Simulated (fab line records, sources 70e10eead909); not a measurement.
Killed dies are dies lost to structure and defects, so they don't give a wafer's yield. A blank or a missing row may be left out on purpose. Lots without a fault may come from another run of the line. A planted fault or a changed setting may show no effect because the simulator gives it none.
Chamber matching | flow nand_harc | NHARC_P_M1_CMP_23 on cmp-01: 4 sister chambers
The step polishes, t overpolish 20 s, target thk 157.82 nm. 4 wafers are shown with their chamber, then 7 later ones without.

WAFERS WITH THEIR CHAMBER
wafer  | chamber | motor_current_A (A)
L872.5 | 0       | 13.6
L880.2 | 1       | 12.9
L883.1 | 3       | 12.1
L883.5 | 2       | 11.8

WAFERS WITHOUT THEIR CHAMBER
wafer  | motor_current_A (A)
L883.6 | 12.7
L884.1 | 13.5
L884.4 | 12.2
L884.5 | 12.6
L889.2 | 12.3
L889.4 | 12.2
L889.5 | 13.5

WHICH CHAMBER EACH WENT THROUGH
wafer  | from the rows above     | in truth
L883.6 | 1                       | 1
L884.1 | 0                       | 0
L884.4 | can't be placed: 3 or 2 | 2
L884.5 | can't be placed: 1 or 3 | 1
L889.2 | can't be placed: 3 or 2 | 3
L889.4 | can't be placed: 3 or 2 | 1
L889.5 | 0                       | 0
Placed correctly: 3 of 7. Can't be placed from these rows: 4 (the true chamber is among the candidates in 3). Placed wrongly: 0.
How it was worked out, from the rows above alone: a wafer's distance from a chamber is the root of the sum, over the readings, of the square of ((its reading less the chamber's mean) divided by the reading's scatter). The wafer belongs to the nearest chamber; if the next one is less than 2 further off, it can't be placed. A chamber's mean is the mean of its shown wafers. The scatter: with one shown wafer a chamber, the root of the mean of the squares of how far each hidden wafer lies from its nearest shown one.
